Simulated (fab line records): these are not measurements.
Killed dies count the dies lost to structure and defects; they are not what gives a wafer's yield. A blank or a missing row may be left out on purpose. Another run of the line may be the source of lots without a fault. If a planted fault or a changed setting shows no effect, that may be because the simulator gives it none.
Split-lot trial || flow n5-finfet || 21 wafers read from 7 lots, route of 1938 steps

== SPLIT DETAILS ==
At N5_BEOL_M10_PECVD_70 (deposits SiO2 from TEOS/O2, target thk 20 nm, time 22.7 s), the setting temp-c was moved away from the recipe's 400 C on 5 of the 21 wafers read, by -4.2% to -2.4%. For the rest of the wafers, this setting stayed at what the recipe calls for.

== FROM THE SPLIT TO THE READING: what the file shows between them, 6 steps ==
- N5_BEOL_M10_COAT_05: resist thk 90 nm (also split here: spin-rpm)
- N5_BEOL_M10_EBR_07
- N5_BEOL_M10_SOFTBAKE_06: time 60 s
- N5_BEOL_M10_DESCUM_16: chemistry O2, time 7.9 s
- N5_BEOL_M10_ETCH_41: etches SiCN in CH3F/O2, target depth 42.6 nm, time 86 s (also split here: source-w)
- N5_BEOL_M10_STRIP_77: strips in N2/H2, time 10 s

== THE READING ==
SiO2_of_BEOL_M10_PECVD_70.thk-nm (the simulator's own value, which no gauge read), in nm, at N5_BEOL_M10_HM_STRIP_39 (strips TiN in peroxide tin strip, target depth 25 nm, time 158 s). There is no usual value for it anywhere in the file. Across the 16 wafers here that went through the recipe, the average is 19.9 nm and the standard deviation 0.33 nm.

{"wafer": "L074.3", "tool, chamber at the split": "pecvd-02, 1,2", "temp-c as run, C": 400, "against the recipe": "recipe", "SiO2_of_BEOL_M10_PECVD_70.thk-nm, nm": 20.2, "against lot-mates on the recipe": "-"}
{"wafer": "L074.5", "tool, chamber at the split": "pecvd-02, 1,2", "temp-c as run, C": 400, "against the recipe": "recipe", "SiO2_of_BEOL_M10_PECVD_70.thk-nm, nm": 20.2, "against lot-mates on the recipe": "-"}
{"wafer": "L074.6", "tool, chamber at the split": "pecvd-02, 0", "temp-c as run, C": 390.5, "against the recipe": "-2.4%", "SiO2_of_BEOL_M10_PECVD_70.thk-nm, nm": 22, "against lot-mates on the recipe": "+1.8"}
{"wafer": "L075.3", "tool, chamber at the split": "pecvd-03, 2", "temp-c as run, C": 400, "against the recipe": "recipe", "SiO2_of_BEOL_M10_PECVD_70.thk-nm, nm": 19.8, "against lot-mates on the recipe": "-"}
{"wafer": "L075.5", "tool, chamber at the split": "pecvd-03, 1,2", "temp-c as run, C": 400, "against the recipe": "recipe", "SiO2_of_BEOL_M10_PECVD_70.thk-nm, nm": 19.8, "against lot-mates on the recipe": "-"}
{"wafer": "L075.4", "tool, chamber at the split": "pecvd-03, 1,2", "temp-c as run, C": 400, "against the recipe": "recipe", "SiO2_of_BEOL_M10_PECVD_70.thk-nm, nm": 19.6, "against lot-mates on the recipe": "-"}
{"wafer": "L078.1", "tool, chamber at the split": "pecvd-04, 0", "temp-c as run, C": 400, "against the recipe": "recipe", "SiO2_of_BEOL_M10_PECVD_70.thk-nm, nm": 19.8, "against lot-mates on the recipe": "-"}
{"wafer": "L078.2", "tool, chamber at the split": "pecvd-04, 2", "temp-c as run, C": 400, "against the recipe": "recipe", "SiO2_of_BEOL_M10_PECVD_70.thk-nm, nm": 19.8, "against lot-mates on the recipe": "-"}
{"wafer": "L078.4", "tool, chamber at the split": "pecvd-04, 0", "temp-c as run, C": 400, "against the recipe": "recipe", "SiO2_of_BEOL_M10_PECVD_70.thk-nm, nm": 20, "against lot-mates on the recipe": "-"}
{"wafer": "L077.2", "tool, chamber at the split": "pecvd-03, 1", "temp-c as run, C": 383.1, "against the recipe": "-4.2%", "SiO2_of_BEOL_M10_PECVD_70.thk-nm, nm": 21.8, "against lot-mates on the recipe": "+2.0"}
{"wafer": "L077.3", "tool, chamber at the split": "pecvd-03, 2", "temp-c as run, C": 400, "against the recipe": "recipe", "SiO2_of_BEOL_M10_PECVD_70.thk-nm, nm": 19.8, "against lot-mates on the recipe": "-"}
{"wafer": "L077.5", "tool, chamber at the split": "pecvd-03, 0", "temp-c as run, C": 383.1, "against the recipe": "-4.2%", "SiO2_of_BEOL_M10_PECVD_70.thk-nm, nm": 22.8, "against lot-mates on the recipe": "+3.0"}
{"wafer": "L088.1", "tool, chamber at the split": "pecvd-02, 1", "temp-c as run, C": 390.5, "against the recipe": "-2.4%", "SiO2_of_BEOL_M10_PECVD_70.thk-nm, nm": 21, "against lot-mates on the recipe": "+1.2"}
{"wafer": "L088.2", "tool, chamber at the split": "pecvd-02, 0", "temp-c as run, C": 400, "against the recipe": "recipe", "SiO2_of_BEOL_M10_PECVD_70.thk-nm, nm": 19.8, "against lot-mates on the recipe": "-"}
{"wafer": "L088.3", "tool, chamber at the split": "pecvd-02, 2", "temp-c as run, C": 390.5, "against the recipe": "-2.4%", "SiO2_of_BEOL_M10_PECVD_70.thk-nm, nm": 20.8, "against lot-mates on the recipe": "+1.0"}
{"wafer": "L090.2", "tool, chamber at the split": "pecvd-04, 1", "temp-c as run, C": 400, "against the recipe": "recipe", "SiO2_of_BEOL_M10_PECVD_70.thk-nm, nm": 19.6, "against lot-mates on the recipe": "-"}
{"wafer": "L090.3", "tool, chamber at the split": "pecvd-04, 2", "temp-c as run, C": 400, "against the recipe": "recipe", "SiO2_of_BEOL_M10_PECVD_70.thk-nm, nm": 19.2, "against lot-mates on the recipe": "-"}
{"wafer": "L090.4", "tool, chamber at the split": "pecvd-04, 0", "temp-c as run, C": 400, "against the recipe": "recipe", "SiO2_of_BEOL_M10_PECVD_70.thk-nm, nm": 19.8, "against lot-mates on the recipe": "-"}
{"wafer": "L094.3", "tool, chamber at the split": "pecvd-02, 1", "temp-c as run, C": 400, "against the recipe": "recipe", "SiO2_of_BEOL_M10_PECVD_70.thk-nm, nm": 20, "against lot-mates on the recipe": "-"}
{"wafer": "L094.5", "tool, chamber at the split": "pecvd-02, 2", "temp-c as run, C": 400, "against the recipe": "recipe", "SiO2_of_BEOL_M10_PECVD_70.thk-nm, nm": 20, "against lot-mates on the recipe": "-"}
{"wafer": "L094.6", "tool, chamber at the split": "pecvd-02, 1", "temp-c as run, C": 400, "against the recipe": "recipe", "SiO2_of_BEOL_M10_PECVD_70.thk-nm, nm": 20.8, "against lot-mates on the recipe": "-"}
Where a row lists several chambers, the file gives one row for several wafers and doesn't say which wafer went through which chamber.

THE FIT
A straight line over all 21 wafers: SiO2_of_BEOL_M10_PECVD_70.thk-nm changes by -0.574 nm for each +1% of temp-c; r = -0.90; the points scatter about the line by 0.4 nm.
The same after taking each lot's own level away (the mean of its wafers on the recipe; 21 wafers): -0.583 nm for each +1%; r = -0.95; scatter 0.28 nm.
That fit puts the effect of the largest move of temp-c on the reading at 2.5 nm.
Across the lots, their own levels run from 19.53 to 20.27 nm, a range of 2.2 times the standard deviation given above.
The two slopes are in agreement: the lot-to-lot level therefore moves the slope only a little.
Check: +2.7 nm against its lot-mates is what the line predicts for one of the wafers moved furthest among these (-4.2%) when that wafer is left out of the fit. It came out at +2 nm against them.

== OTHER SPLITS APPLIED TO THESE WAFERS ==
Before the reading, these wafers also passed through other splits. Each is held against what the fit with the lots' levels taken away leaves over:
{"other split on the same wafers": "N5_BEOL_M8_ETCH_62 time-s", "wafers away from the commonest value": 5, "r with SiO2_of_BEOL_M10_PECVD_70.thk-nm (lot level and that fit taken away)": "+0.19"}
{"other split on the same wafers": "N5_BEOL_M9_ILD_DEP_00 time-s", "wafers away from the commonest value": 8, "r with SiO2_of_BEOL_M10_PECVD_70.thk-nm (lot level and that fit taken away)": "+0.19"}
{"other split on the same wafers": "N5_BEOL_M9_PECVD_70 temp-c", "wafers away from the commonest value": 6, "r with SiO2_of_BEOL_M10_PECVD_70.thk-nm (lot level and that fit taken away)": -0.05}
{"other split on the same wafers": "N5_BEOL_M10_COAT_05 spin-rpm", "wafers away from the commonest value": 8, "r with SiO2_of_BEOL_M10_PECVD_70.thk-nm (lot level and that fit taken away)": -0.20}
{"other split on the same wafers": "N5_BEOL_M10_ETCH_41 source-w", "wafers away from the commonest value": 6, "r with SiO2_of_BEOL_M10_PECVD_70.thk-nm (lot level and that fit taken away)": "+0.32"}

== THE WHOLE CHAIN: every reading that the file lists as answering this split, in the file's order ==
{"step": "N5_BEOL_M10_PECVD_70", "what it does": "deposits SiO2 from TEOS/O2, target thk 20 nm, time 22.7 s", "reading": "SiO2_of_BEOL_M10_PECVD_70.thk-nm (the simulator's own value, which no gauge read)", "change (the file's fit)": "-0.646 nm for each +1% of the setting", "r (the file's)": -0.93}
{"step": "N5_BEOL_M10_HM_STRIP_39", "what it does": "strips TiN in peroxide tin strip, target depth 25 nm, time 158 s", "reading": "SiO2_of_BEOL_M10_PECVD_70.thk-nm (the simulator's own value, which no gauge read)", "change (the file's fit)": "-0.599 nm for each +1% of the setting", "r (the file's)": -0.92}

== THE FILE'S OWN FIT ==
SiO2_of_BEOL_M10_PECVD_70.thk-nm changes by -0.599 nm for each +1% of temp-c, r = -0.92.
